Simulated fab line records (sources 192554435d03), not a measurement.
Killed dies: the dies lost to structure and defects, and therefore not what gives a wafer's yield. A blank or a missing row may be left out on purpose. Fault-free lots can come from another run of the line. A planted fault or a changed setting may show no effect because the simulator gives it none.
Chamber matching :: flow n5 finfet :: 4 sister chambers for N5_BEOL_M6_ETCH_72 on rie diel-03
The step etches underlayer in N2/H2, target depth 6.5 nm, time 5.2 s. 4 wafers are shown with their chamber, then 8 later ones without.

== WAFERS PAIRED WITH THEIR CHAMBERS ==
wafer: L074.4
chamber: 3
showerhead plenum p Torr (Torr): 2.53

wafer: L087.1
chamber: 1
showerhead plenum p Torr (Torr): 2.42

wafer: L087.2
chamber: 2
showerhead plenum p Torr (Torr): 2.68

wafer: L088.1
chamber: 0
showerhead plenum p Torr (Torr): 2.60

== WAFERS MISSING THEIR CHAMBER ==
wafer: L088.4
showerhead plenum p Torr (Torr): 2.52

wafer: L088.5
showerhead plenum p Torr (Torr): 2.42

wafer: L090.3
showerhead plenum p Torr (Torr): 2.51

wafer: L090.4
showerhead plenum p Torr (Torr): 2.67

wafer: L090.6
showerhead plenum p Torr (Torr): 2.67

wafer: L095.1
showerhead plenum p Torr (Torr): 2.59

wafer: L095.4
showerhead plenum p Torr (Torr): 2.67

wafer: L095.5
showerhead plenum p Torr (Torr): 2.41

== EACH ONE'S CHAMBER ==
wafer: L088.4
from the rows above: 3
in truth: 3

wafer: L088.5
from the rows above: 1
in truth: 1

wafer: L090.3
from the rows above: 3
in truth: 3

wafer: L090.4
from the rows above: 2
in truth: 2

wafer: L090.6
from the rows above: 2
in truth: 2

wafer: L095.1
from the rows above: 0
in truth: 0

wafer: L095.4
from the rows above: 2
in truth: 2

wafer: L095.5
from the rows above: 1
in truth: 1
8 of 8 placed correctly. Can't be placed from these rows: 0. 0 placed wrongly.
How it was worked out, from the rows above alone: a wafer's distance from a chamber is the root of the sum, over the readings, of the square of ((its reading less the chamber's mean) divided by the reading's scatter). The wafer belongs to the nearest chamber; if the next one is less than 2 further off, it can't be placed. For every chamber, the mean is computed from those of its wafers that are shown. The scatter: with one shown wafer a chamber, the root of the mean of the squares of how far each hidden wafer lies from its nearest shown one.
